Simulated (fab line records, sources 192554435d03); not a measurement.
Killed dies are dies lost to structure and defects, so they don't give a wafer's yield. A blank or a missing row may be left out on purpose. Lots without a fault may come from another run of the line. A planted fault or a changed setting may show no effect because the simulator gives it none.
Which tool did it? | flow n5_finfet | 13 lots, 35 wafers sampled, at 5 steps of a route of 1938

WHAT THE GAUGES READ, wafer by wafer
N5_BEOL_M14_RS_MEAS_54: measures by four-point-probe. Usual: M14_RS 0.0332 ohm/sq, standard deviation 0.00076.
lot  | measured     | on            | M14_RS (ohm/sq)      | flag
L213 | day 12 04:28 | film_metro-02 | 0.0337 0.0337        |
L215 | day 12 15:25 | film_metro-02 | 0.0333 0.0332 0.0313 |
L218 | day 12 16:25 | film_metro-02 | 0.0318 0.0336        |
L216 | day 12 16:35 | film_metro-01 | 0.0341 0.0333        |
L217 | day 12 20:26 | film_metro-02 | 0.0313 0.0330        |
L221 | day 13 22:38 | film_metro-02 | 0.0330 0.0343 0.0332 |
L222 | day 14 05:37 | film_metro-02 | 0.0329 0.0336 0.0330 |
L224 | day 14 09:55 | film_metro-02 | 0.0329 0.0337 0.0324 |
L223 | day 15 00:40 | film_metro-02 | 0.0329 0.0327 0.0340 |
L225 | day 15 01:28 | film_metro-02 | 0.0337 0.0348 0.0317 |
L231 | day 16 12:16 | film_metro-02 | 0.0347 0.0336 0.0347 |
L232 | day 17 01:33 | film_metro-02 | 0.0336 0.0327 0.0335 |
L235 | day 17 01:37 | film_metro-01 | 0.0335 0.0329 0.0340 |

N5_BEOL_M15_OVL_MEAS_11. Usual: V14_OVL 0 nm, standard deviation 5.
lot  | measured     | on         | V14_OVL (nm) | flag
L213 | day 12 05:14 | overlay-02 | -8 1         |
L215 | day 12 17:11 | overlay-02 | -2 4 10      |
L218 | day 12 17:13 | overlay-01 | 5 6          |
L216 | day 12 17:23 | overlay-01 | 3 -4         |
L217 | day 12 21:05 | overlay-02 | 4 -4         |
L221 | day 13 23:16 | overlay-02 | -10 0 -1     |
L222 | day 14 06:23 | overlay-02 | 8 -6 2       |
L224 | day 14 10:42 | overlay-02 | -5 -1 -4     |
L223 | day 15 01:26 | overlay-02 | 1 6 -2       |
L225 | day 15 02:07 | overlay-02 | -4 7 8       |
L231 | day 16 13:02 | overlay-02 | 0 -1 -5      |
L232 | day 17 02:12 | overlay-01 | -10 -7 -8    |
L235 | day 17 02:23 | overlay-01 | -5 4 9       |

N5_BEOL_M15_CD_MEAS_28: target cd 407.6 nm. Usual: cd_nm 408.8 nm, standard deviation 2.3.
lot  | measured     | on        | cd_nm (nm)        | flag
L213 | day 12 06:41 | cd_sem-03 | 408.7 411.2       |
L215 | day 12 18:44 | cd_sem-02 | 405.7 408.1 411.0 |
L218 | day 12 18:47 | cd_sem-03 | 409.1 406.2       |
L216 | day 12 19:07 | cd_sem-01 | 408.8 408.1       |
L217 | day 12 22:38 | cd_sem-03 | 405.3 408.5       |
L221 | day 14 01:04 | cd_sem-03 | 408.6 415.9 411.7 |
L222 | day 14 07:49 | cd_sem-02 | 407.2 412.4 407.7 |
L224 | day 14 12:39 | cd_sem-02 | 410.8 407.8 407.6 |
L223 | day 15 02:53 | cd_sem-02 | 409.7 410.9 409.9 |
L225 | day 15 03:41 | cd_sem-02 | 409.6 406.5 410.7 |
L231 | day 16 14:49 | cd_sem-02 | 395.1 397.0 396.1 | OFF
L232 | day 17 03:40 | cd_sem-03 | 407.9 408.9 404.1 |
L235 | day 17 03:56 | cd_sem-03 | 397.6 395.1 398.0 | OFF

N5_BEOL_M15_INSPECT_30: inspects for defects (macro). Usual: raw_defect_count 2.3, standard deviation 1.4.
lot  | measured     | on                | raw_defect_count | flag
L213 | day 12 06:44 | defect_inspect-01 | 4 3              |
L215 | day 12 18:47 | defect_inspect-02 | 2 2 2            |
L218 | day 12 18:50 | defect_inspect-01 | 2 3              |
L216 | day 12 19:10 | defect_inspect-01 | 1 2              |
L217 | day 12 22:41 | defect_inspect-02 | 3 1              |
L221 | day 14 01:08 | defect_inspect-01 | 6 4 4            |
L222 | day 14 07:53 | defect_inspect-01 | 2 2 4            |
L224 | day 14 12:42 | defect_inspect-01 | 3 5 2            |
L223 | day 15 02:56 | defect_inspect-02 | 0 3 3            |
L225 | day 15 03:44 | defect_inspect-02 | 2 2 0            |
L231 | day 16 14:53 | defect_inspect-02 | 3 1 1            |
L232 | day 17 03:43 | defect_inspect-02 | 2 2 1            |
L235 | day 17 03:59 | defect_inspect-02 | 1 1 1            |

WHICH TOOL RAN EACH LOT (tool, then ch and the chambers of the sampled wafers, then the start)
lot  | N5_BEOL_M15_PEB_26
L213 | litho_track-01 ch 0, day 12 06:34
L215 | litho_track-01 ch 0, day 12 18:38
L218 | litho_track-02 ch 0, day 12 18:40
L216 | litho_track-01 ch 0, day 12 18:59
L217 | litho_track-05 ch 0, day 12 22:31
L221 | litho_track-01 ch 0, day 14 00:58
L222 | litho_track-05 ch 0, day 14 07:43
L224 | litho_track-02 ch 0, day 14 12:32
L223 | litho_track-01 ch 0, day 15 02:46
L225 | litho_track-05 ch 0, day 15 03:34
L231 | litho_track-02 ch 0, day 16 14:43
L232 | litho_track-05 ch 0, day 17 03:33
L235 | litho_track-02 ch 0, day 17 03:49
- N5_BEOL_M15_PEB_26: peb time 90 s.

WHAT THE TOOLS THEMSELVES READ (means of the sampled wafers that have a number; where no wafer has one, the mark that the record gives instead)
N5_BEOL_M15_PEB_26. Usual: heater_power_total_W 172.6 W, standard deviation 0.75; plate_temp_C 130.00 C, standard deviation 0.13.
lot  | tool           | heater_power_total_W (W) | plate_temp_C (C) | flag
L213 | litho_track-01 | 172.4                    | 129.99           |
L215 | litho_track-01 | 172.7                    | 129.99           |
L218 | litho_track-02 | 171.9                    | 129.98           |
L216 | litho_track-01 | 172.8                    | 130.02           |
L217 | litho_track-05 | 171.8                    | 129.93           |
L221 | litho_track-01 | 172.8                    | 129.90           |
L222 | litho_track-05 | 172.0                    | 129.91           |
L224 | litho_track-02 | 173.0                    | 130.01           |
L223 | litho_track-01 | 173.4                    | 130.23           |
L225 | litho_track-05 | 172.6                    | 129.96           |
L231 | litho_track-02 | 167.2                    | 126.70           | OFF
L232 | litho_track-05 | 172.3                    | 130.04           |
L235 | litho_track-02 | 167.4                    | 126.90           | OFF

THE ANSWER, worked out from the rows above alone
Rule: a lot is off if the mean of its wafers that have a number lies more than 3 standard deviations from the usual mean. A lot without any number at a reading at which 4 lots or more have one is off too. The other lots that the step has rows for count as sound. The gauges are gone through in route order, then the tools' own readings, and for those a lot's mean is taken as printed above. The first step at which some lot is off is used, and at that step the reading that is off furthest; a lot without a number counts as furthest.
Off: L231, L235, at N5_BEOL_M15_CD_MEAS_28 (cd_nm).
A tool fits if, at a process step before that reading, it ran every lot that is off, and no sound lot after the first of them. The gauges at N5_BEOL_M15_CD_MEAS_28 aren't tried: what is off there is off at N5_BEOL_M15_PEB_26 too, on other tools, and a gauge's error can't cause that. One fits: litho_track-02 at N5_BEOL_M15_PEB_26. Its last sound lot is L224 (day 14 12:32), its first lot that is off L231 (day 16 14:43): a fault that began between those two fits.
The tool's own readings at N5_BEOL_M15_PEB_26 bear it out: on the lots that are off they differ by more than 5 times the standard deviation of the sound lots' means. heater_power_total_W reads 167.3 W there against 172.5 W on the sound lots; plate_temp_C reads 126.80 C there against 130.00 C on the sound lots.

WHAT THE SIMULATOR HAD PUT IN
Process parameter drift: litho_track-02, from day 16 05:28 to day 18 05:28, at N5_BEOL_M15_PEB_26. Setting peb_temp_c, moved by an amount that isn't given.
Lots struck among those shown: L231, L235. The rule above found the same.
